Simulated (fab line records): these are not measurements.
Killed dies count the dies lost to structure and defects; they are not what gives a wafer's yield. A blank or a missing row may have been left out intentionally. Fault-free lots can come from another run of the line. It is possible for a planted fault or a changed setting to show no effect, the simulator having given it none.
Matching of chambers | flow n5 finfet | 4 sister chambers for N5_BEOL_M14_DESCUM_33 on rie diel-04
The step chemistry O2, time 7.9 s. 4 wafers are shown with their chamber, then 8 later ones without.

== WAFERS WITH THEIR CHAMBER ==
wafer  | chamber | throttle valve pct (%)
L081.3 | 2       | 20.9
L081.4 | 0       | 21.0
L083.4 | 1       | 20.2
L092.1 | 3       | 20.0

== WAFERS MISSING THEIR CHAMBER ==
wafer  | throttle valve pct (%)
L092.2 | 20.6
L092.6 | 20.2
L091.1 | 21.0
L091.2 | 20.6
L091.6 | 20.0
L095.2 | 20.0
L095.5 | 20.0
L095.6 | 20.6

== WHICH CHAMBER EACH WENT THROUGH ==
wafer  | from the rows above               | in truth
L092.2 | can't be placed: 2 or 0 or 1 or 3 | 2
L092.6 | can't be placed: 1 or 3           | 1
L091.1 | can't be placed: 0 or 2           | 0
L091.2 | can't be placed: 2 or 0 or 1 or 3 | 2
L091.6 | can't be placed: 3 or 1           | 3
L095.2 | can't be placed: 3 or 1           | 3
L095.5 | can't be placed: 3 or 1           | 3
L095.6 | can't be placed: 2 or 0 or 1 or 3 | 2
Placed correctly: 0 of 8. From these rows, 8 cannot be placed; in 8 the true chamber is one of the candidates. Placed wrongly: 0.
How it was worked out, from the rows above alone: a wafer's distance from a chamber is the root of the sum, over the readings, of the square of ((its reading less the chamber's mean) divided by the reading's scatter). If the next closest chamber is less than 2 further off than the closest, the wafer can't be placed; otherwise it belongs to the closest. For every chamber, the mean is computed from those of its wafers that are shown. The scatter: with one shown wafer a chamber, the root of the mean of the squares of how far each hidden wafer lies from its nearest shown one.
